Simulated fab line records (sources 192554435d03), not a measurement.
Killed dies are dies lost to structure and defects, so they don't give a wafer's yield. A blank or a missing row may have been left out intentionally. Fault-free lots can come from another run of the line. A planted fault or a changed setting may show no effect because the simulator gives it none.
Chamber matching || flow n5Finfet || 4 sister chambers for N5_BEOL_M7_ETCH_65 on rieDiel-01
The step etches SiARC in CF4, target depth 15.6 nm, time 26 s. 4 wafers are shown with their chamber, then 8 later ones without.

## WAFERS PAIRED WITH THEIR CHAMBERS
{"wafer": "L087.4", "chamber": 1, "drypumpMotorCurrentA (A)": 5.9}
{"wafer": "L090.4", "chamber": 3, "drypumpMotorCurrentA (A)": 6.7}
{"wafer": "L090.6", "chamber": 2, "drypumpMotorCurrentA (A)": 6.0}
{"wafer": "L092.2", "chamber": 0, "drypumpMotorCurrentA (A)": 6.1}

## WAFERS MISSING THEIR CHAMBER
{"wafer": "L092.3", "drypumpMotorCurrentA (A)": 6.0}
{"wafer": "L092.4", "drypumpMotorCurrentA (A)": 5.8}
{"wafer": "L093.1", "drypumpMotorCurrentA (A)": 6.7}
{"wafer": "L093.2", "drypumpMotorCurrentA (A)": 5.8}
{"wafer": "L093.4", "drypumpMotorCurrentA (A)": 6.1}
{"wafer": "L096.3", "drypumpMotorCurrentA (A)": 5.9}
{"wafer": "L096.5", "drypumpMotorCurrentA (A)": 5.9}
{"wafer": "L096.6", "drypumpMotorCurrentA (A)": 6.0}

## CHAMBER TAKEN BY EACH
{"wafer": "L092.3", "from the rows above": "can't be placed: 2 or 0 or 1", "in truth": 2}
{"wafer": "L092.4", "from the rows above": "can't be placed: 1 or 2", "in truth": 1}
{"wafer": "L093.1", "from the rows above": 3, "in truth": 3}
{"wafer": "L093.2", "from the rows above": "can't be placed: 1 or 2", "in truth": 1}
{"wafer": "L093.4", "from the rows above": "can't be placed: 0 or 2", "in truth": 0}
{"wafer": "L096.3", "from the rows above": "can't be placed: 1 or 2", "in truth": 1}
{"wafer": "L096.5", "from the rows above": "can't be placed: 1 or 2", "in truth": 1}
{"wafer": "L096.6", "from the rows above": "can't be placed: 2 or 0 or 1", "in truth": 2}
Placed correctly: 1 of 8. From these rows, 7 cannot be placed; in 7 the true chamber is one of the candidates. Number placed wrongly: 0.
How it was worked out, from the rows above alone: a wafer's distance from a chamber is the root of the sum, over the readings, of the square of ((its reading less the chamber's mean) divided by the reading's scatter). If the next closest chamber is less than 2 further off than the closest, the wafer can't be placed; otherwise it belongs to the closest. The mean given for a chamber averages the wafers shown for that chamber. The scatter: with one shown wafer a chamber, the root of the mean of the squares of how far each hidden wafer lies from its nearest shown one.
